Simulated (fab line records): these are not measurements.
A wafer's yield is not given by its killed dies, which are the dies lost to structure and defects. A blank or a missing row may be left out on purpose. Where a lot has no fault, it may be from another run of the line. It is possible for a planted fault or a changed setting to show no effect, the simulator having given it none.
fab line records    flow nand_harc
record: lots: 12  wafers: 34  last_day: 34
route steps=1302 shown A_M0@1151 END@1302
lots that met no fault: taken from a fault-free run of the same line
start_h: start of the lot's first displayed wafer, in hours after the record's first day    wait_h: how many hours have passed since the lot's step before this one    " same as the row above    L1.1+2: several wafers, shown together as one row    - no value, or no start was given    * or withheld: withheld    < > ~ a bound
route shown NAME@n: names a module that has steps shown in the file, with the first one's number in the route    usual: average and standard deviation across the fault-free wafers    same: alike in all rows    chamber/n: place in a boat    sites: the reading at each site    _std_site: standard deviation of those values    _edge_site: the outer-site mean with the inner-site mean subtracted    radius_mm: for every site, how far away it sits from the centre of the wafer    mask NAME#n: copy n    behind: the most recent tool/chamber to have shaped the wafer    hold: the reason the lot was held/the length of the hold in hours/how it ended    device: which transistor (n, p or np) failed to switch    end of line: the tests these same wafers got at the end of their route    a step given without rows: its recipe and nothing more    killed: dies that structure and defects cost at the first sort, which is not the same as the wafer's yield    map: shows each die of a wafer: x if killed, . if not, _ if none is there
set.NAME: the setting that was run; set.NAME@STEP: the one run at that earlier step    model.NAME: the simulator's own value behind a step, which no gauge read
steps of the route over a sample of lots; a table a step, a row a wafer
services: from which hour (start_h, from the record's first day; less than 0 if before it) a tool's chamber was out of use, for how many hours, and why
== steps ==
step: NHARC_A_M0_ETCH_34
recipe: target_depth_a: 400  overetch_a: 120  time_s: 43.94  ion_energy_ev: 200  n2_flow_sccm: 150  h2_flow_sccm: 150  ar_flow_sccm: 0  rf_w: 400  bias_w: 150  chemistry: N2/H2
usual: drypump_motor_current_A: 5.6/0.44  n2_flow_sccm: 150.0/0.46  oes_product_au: 1.001/0.013  rf_vpp_V: 431.7/2.7  showerhead_plenum_p_Torr: 2.08/0.094  throttle_valve_pct: 14.171/0.0094
lot.wafer  tool         chamber  start_h  wait_h  drypump_motor_current_A  n2_flow_sccm  oes_product_au  rf_hours_counter_h  rf_vpp_V  showerhead_plenum_p_Torr  throttle_valve_pct
L374.2     rie_diel-09  3        521.66   0.1     5.3                      150.4         1.000           1.6                 433.3     2.15                      14.152
L374.1     "            1        "        "       5.2                      149.2         1.000           1.0                 434.6     2.19                      14.171
L374.6     "            3        "        "       5.3                      150.4         0.990           -                   434.1     2.15                      14.180
L373.1     rie_diel-05  2        526.65   0.1     5.2                      150.0         1.011           5.1                 433.3     2.14                      14.183
L373.2     "            3        "        "       5.6                      150.1         1.019           6.4                 433.3     2.14                      14.183
L373.6     "            1        "        "       5.2                      150.0         0.975           -                   430.0     2.03                      14.169
L376.1     rie_diel-05  0        550.99   0.1     5.9                      149.5         1.007           5.5                 432.9     2.16                      14.164
L376.4     "            2        "        "       5.2                      150.2         1.009           7.2                 434.5     2.13                      14.176
L376.2     "            3        "        "       5.7                      149.9         1.009           8.2                 434.1     2.13                      14.162
L377.2     rie_diel-05  0        553.50   0.1     5.9                      150.0         1.027           5.6                 432.9     2.16                      14.175
L377.6     "            3        "        "       5.7                      150.9         1.014           -                   433.2     2.13                      14.175
L377.5     "            0        "        "       5.9                      150.4         1.029           -                   433.0     2.16                      14.174
L379.2     rie_diel-09  3        575.65   0.1     5.3                      150.5         1.010           5.4                 434.5     2.14                      14.173
L379.4     "            1        "        "       5.2                      149.2         1.016           4.4                 434.1     2.19                      14.152
L379.6     "            0        "        "       5.9                      150.2         1.009           -                   433.2     2.15                      14.161
L380.1     rie_diel-05  0        580.17   0.1     6.0                      150.2         1.011           6.7                 432.2     2.16                      14.160
L380.6     "            1        "        "       5.2                      149.6         0.987           -                   429.5     2.03                      14.168
L380.5     "            2        "        "       5.2                      149.3         1.010           -                   432.2     2.13                      14.168
L387.1     rie_diel-10  2        660.47   0.1     4.9                      150.4         0.985           2.9                 426.4     1.93                      14.173
L391.3     rie_diel-05  2        713.37   0.1     5.2                      150.4         1.005           5.9                 433.5     2.13                      14.182
L391.1     "            3        "        "       5.7                      149.7         1.019           5.7                 432.4     2.13                      14.167
L391.5     "            3        "        "       5.7                      150.3         1.019           -                   431.8     2.13                      14.170
L392.2     rie_diel-10  1        719.58   0.1     5.7                      149.5         1.016           6.2                 426.7     1.88                      14.166
L392.6     "            2        "        "       4.9                      150.3         0.980           -                   427.2     1.93                      14.164
L392.5     "            3        "        "       5.8                      149.5         0.997           -                   429.9     2.02                      14.168
L395.4     rie_diel-09  0        735.61   0.1     5.9                      149.8         1.010           4.3                 433.7     2.14                      14.170
L395.1     "            2        "        "       6.6                      150.1         0.967           3.0                 429.1     1.98                      14.172
L395.6     "            0        "        "       5.9                      150.3         1.011           -                   432.8     2.14                      14.171
L396.2     rie_diel-05  1        738.43   0.1     5.2                      149.7         0.984           7.7                 429.1     2.02                      14.179
L396.3     "            2        "        "       5.2                      150.6         1.005           7.6                 433.7     2.13                      14.152
L396.4     "            3        "        "       5.7                      150.1         1.014           7.6                 432.2     2.13                      14.153
L394.1     rie_diel-10  3        745.16   0.1     5.8                      150.1         0.999           8.4                 429.7     2.02                      14.170
L394.6     "            0        "        "       5.6                      150.0         0.984           -                   434.2     2.15                      14.172
L394.4     "            2        "        "       4.8                      150.4         1.002           -                   427.4     1.93                      14.184
step: NHARC_A_M0_STRIP_18
recipe: power_w: 1000  n2_flow_sccm: 150  h2_flow_sccm: 150  ar_flow_sccm: 0  bias_w: 0  chemistry: N2/H2
usual: drypump_motor_current_A: 5.6/0.47  n2_flow_sccm: 150.0/0.45  oes_product_au: 1.003/0.015  power_w: 1000/3.2  rf_vpp_V: 90.9/1  showerhead_plenum_p_Torr: 2.08/0.098  throttle_valve_pct: 14.171/0.0086
lot.wafer  tool         chamber  start_h  wait_h  drypump_motor_current_A  n2_flow_sccm  oes_product_au  power_w  rf_hours_counter_h  rf_vpp_V  showerhead_plenum_p_Torr  throttle_valve_pct
L374.2     rie_diel-05  0        521.97   0.1     5.9                      149.5         1.001           1003     4.1                 92.1      2.16                      14.192
L374.1     "            1        "        "       5.2                      150.3         0.975           999      5.8                 91.5      2.03                      14.174
L374.6     "            0        "        "       5.9                      150.3         1.014           1002     -                   92.2      2.16                      14.184
L373.1     rie_diel-10  3        526.98   0.1     5.8                      150.0         1.018           1001     6.8                 90.9      2.02                      14.174
L373.2     "            0        "        "       5.6                      150.9         0.996           999      6.0                 90.6      2.15                      14.174
L373.6     "            1        "        "       5.7                      150.3         0.993           1003     -                   89.6      1.89                      14.181
L376.2     rie_diel-10  0        551.28   0.1     5.6                      149.7         1.006           999      7.6                 90.9      2.15                      14.159
L376.1     "            3        "        "       5.8                      150.5         1.018           993      8.3                 91.2      2.02                      14.176
L376.4     "            2        "        "       4.8                      149.7         0.989           996      -                   90.0      1.93                      14.173
L377.2     rie_diel-09  3        553.86   0.1     5.3                      149.8         0.993           999      4.3                 90.1      2.14                      14.172
L377.6     "            0        "        "       5.9                      149.2         1.010           1003     -                   92.8      2.15                      14.173
L377.5     "            1        "        "       5.2                      149.3         1.002           1003     -                   91.2      2.19                      14.171
L379.2     rie_diel-05  2        575.94   0.1     5.2                      149.8         1.021           1004     8.1                 91.4      2.13                      14.180
L379.4     "            1        "        "       5.2                      149.9         0.993           999      8.3                 90.2      2.03                      14.173
L379.6     "            3        "        "       5.7                      150.0         1.008           996      -                   91.6      2.13                      14.176
L380.1     rie_diel-10  0        580.50   0.1     5.6                      150.3         1.010           1000     10.5                90.2      2.15                      14.174
L380.6     "            2        "        "       4.9                      149.7         0.996           1002     -                   89.7      1.93                      14.177
L380.5     "            3        "        "       5.8                      150.6         1.017           998      -                   89.9      2.02                      14.169
L387.1     rie_diel-10  1        660.77   0.1     5.7                      150.2         1.003           1001     3.4                 91.4      1.88                      14.173
L391.1     rie_diel-09  2        713.68   0.1     6.7                      150.5         0.968           999      0.5                 92.5      1.98                      14.171
L391.3     "            3        "        "       5.3                      150.8         1.009           1001     1.2                 91.3      2.14                      14.161
L391.5     "            2        "        "       6.7                      150.3         0.969           998      -                   89.0      1.98                      14.156
L392.2     rie_diel-05  2        719.93   0.1     5.2                      150.3         1.009           997      6.4                 90.6      2.13                      14.187
L392.6     "            3        "        "       5.7                      149.8         1.016           1000     -                   92.1      2.13                      14.172
L392.5     "            0        "        "       5.9                      150.1         1.012           1005     -                   91.9      2.16                      14.168
L395.1     rie_diel-09  1        735.92   0.1     5.2                      149.9         1.015           999      3.8                 92.6      2.19                      14.193
L395.4     "            3        "        "       5.3                      149.9         1.021           999      4.3                 92.9      2.14                      14.165
L395.6     "            0        "        "       5.9                      149.7         1.015           1005     -                   92.3      2.14                      14.161
L396.2     rie_diel-09  2        738.74   0.1     6.7                      150.9         0.957           997      3.1                 90.5      1.98                      14.163
L396.4     "            3        "        "       5.3                      150.0         1.007           1003     4.4                 91.2      2.14                      14.180
L396.3     "            0        "        "       5.9                      149.9         1.006           998      4.4                 90.5      2.14                      14.161
L394.1     rie_diel-10  0        745.53   0.1     5.6                      150.1         0.982           1001     9.5                 93.0      2.15                      14.181
L394.4     "            2        "        "       4.8                      150.5         0.991           1000     -                   89.5      1.93                      14.164
L394.6     "            0        "        "       5.6                      149.7         0.996           999      -                   92.1      2.15                      14.168
step: NHARC_A_M0_DEGAS_28
recipe: temp_c: 250  time_s: 60
usual: heater_power_w: 356/35
lot.wafer  tool            chamber  start_h  wait_h  heater_power_w
L374.2     pvd_sputter-03  -        522.54   -       268
L374.1     "               -        "        "       336
L374.6     "               -        "        "       264
L373.2     pvd_sputter-01  -        527.53   -       354
L373.1     "               -        "        "       375
L373.6     "               -        "        "       359
L376.4     pvd_sputter-03  -        551.88   -       353
L376.1     "               -        "        "       261
L376.2     "               -        "        "       381
L377.2     pvd_sputter-01  -        554.32   -       347
L377.6     "               -        "        "       357
L377.5     "               -        "        "       383
L379.2     pvd_sputter-03  -        576.49   -       379
L379.4     "               -        "        "       270
L379.6     "               -        "        "       385
L380.1     pvd_sputter-02  -        581.00   -       310
L380.5     "               -        "        "       374
L380.6     "               -        "        "       302
L387.1     pvd_sputter-02  -        661.31   -       397
L391.3     pvd_sputter-02  -        714.22   -       335
L391.1     "               -        "        "       388
L391.5     "               -        "        "       316
L392.2     pvd_sputter-03  -        720.43   -       357
L392.5     "               -        "        "       274
L392.6     "               -        "        "       327
L395.1     pvd_sputter-02  -        736.43   -       372
L395.4     "               -        "        "       322
L395.6     "               -        "        "       378
L396.3     pvd_sputter-01  -        739.25   -       377
L396.4     "               -        "        "       360
L396.2     "               -        "        "       357
L394.4     pvd_sputter-01  -        746.06   -       345
L394.1     "               -        "        "       328
L394.6     "               -        "        "       378
step: NHARC_A_M0_PRE_CLEAN_29
recipe: time_s: 30  temp_c: 280  gas: H2/He
usual: heater_power_w: 439/40
lot.wafer  tool            chamber  start_h  wait_h  heater_power_w
L374.2     pvd_sputter-03  -        522.61   -       408
L374.1     "               -        "        "       338
L374.6     "               -        "        "       460
L373.2     pvd_sputter-01  -        527.58   -       441
L373.1     "               -        "        "       465
L373.6     "               -        "        "       447
L376.1     pvd_sputter-03  -        551.93   -       472
L376.2     "               -        "        "       425
L376.4     "               -        "        "       331
L377.2     pvd_sputter-01  -        554.38   -       451
L377.6     "               -        "        "       458
L377.5     "               -        "        "       457
L379.4     pvd_sputter-03  -        576.55   -       432
L379.2     "               -        "        "       411
L379.6     "               -        "        "       438
L380.1     pvd_sputter-02  -        581.06   -       449
L380.5     "               -        "        "       489
L380.6     "               -        "        "       442
L387.1     pvd_sputter-02  -        661.34   -       398
L391.1     pvd_sputter-02  -        714.28   -       390
L391.3     "               -        "        "       497
L391.5     "               -        "        "       393
L392.2     pvd_sputter-03  -        720.47   -       429
L392.5     "               -        "        "       474
L392.6     "               -        "        "       428
L395.1     pvd_sputter-02  -        736.50   -       494
L395.4     "               -        "        "       481
L395.6     "               -        "        "       390
L396.2     pvd_sputter-01  -        739.31   -       443
L396.3     "               -        "        "       448
L396.4     "               -        "        "       469
L394.1     pvd_sputter-01  -        746.12   -       463
L394.4     "               -        "        "       471
L394.6     "               -        "        "       401
step: NHARC_END_SORT_01
recipe: temp_c: 25
usual: defect_limited_yield: 90/4.1  killed_at_array: 63/27  killed_at_other: 0.7/1.2  killed_at_periphery: 3.1/2  killed_dies: 67/28  killed_open: 3.0/1.9  killed_short: 2.2/1.5
same: gross_dies: 677
lot.wafer  tool       chamber  start_h  wait_h  defect_limited_yield[%]  killed_at_array  killed_at_other  killed_at_periphery  killed_dies  killed_open  killed_short
L387.1     prober-02  0        709.83   2.5     76                       159              0                4                    163          2            2
killed by level:class
L387.1 A_M0:unspecified=100 A_SLIT:chamber_film_flake=36 A_CONTACT:chamber_film_flake=6 A_WL_FILL:chamber_film_flake=5 A_CHANNEL_HOLE_D1:chamber_film_flake=3 P_GATE:chamber_film_flake=2 A_DECK1_JOINT:chamber_film_flake=2 A_ONON_D1:geometric_particle:short=1
== services ==
tool            chamber  start_h  hours  kind
rie_diel-09     -        497.95   9.0    pm
pvd_sputter-02  -        500.99   3.1    repair
rie_diel-05     1        506.92   2.6    repair
pvd_sputter-02  -        509.15   2.1    repair
rie_diel-05     0        513.61   -      clean
rie_diel-05     1        513.61   -      clean
rie_diel-05     2        513.61   -      clean
rie_diel-05     2        516.95   6.4    repair
pvd_sputter-03  -        526.00   10.0   pm
pvd_sputter-02  -        528.03   5.3    repair
rie_diel-10     1        540.63   16.2   repair
pvd_sputter-03  -        570.01   1.0    repair
pvd_sputter-01  -        582.00   10.0   pm
rie_diel-05     -        583.60   9.0    pm
rie_diel-10     -        596.50   9.0    pm
pvd_sputter-02  -        638.05   10.0   pm
pvd_sputter-02  -        671.34   3.6    repair
rie_diel-09     -        674.95   9.0    pm
pvd_sputter-03  -        680.47   1.1    repair
rie_diel-09     2        689.52   5.6    repair
pvd_sputter-03  -        704.00   10.0   pm
pvd_sputter-03  -        725.80   8.4    repair
rie_diel-10     1        729.47   22.5   repair
pvd_sputter-02  -        742.20   3.2    repair
== key ==
first_sign: step: NHARC_END_SORT_01  reading: killed_at_array  direction: up  sigmas: 3.5  usual: 63  struck: 159
effect: step: NHARC_END_SORT_01  reading: defect_limited_yield  direction: down  sigmas: 3.5  usual: 90  struck: 76
more_kills_born_at: NHARC_A_M0_PRE_CLEAN_29@pvd_sputter-02: 100
met_at NHARC_A_M0_PRE_CLEAN_29
struck_lots L387
struck_wafers L387.1
not_acting_at NHARC_A_M0_ETCH_34,NHARC_A_M0_STRIP_18,NHARC_A_M0_DEGAS_28
fault: kind: chamber_particle_source  tool: pvd_sputter-02  chamber: -  onset_h: 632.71  steps: NHARC_A_M0_PRE_CLEAN_29  rate_per_visit_cm2: 1.7893  end_h: 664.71  scope: struck_wafers_only
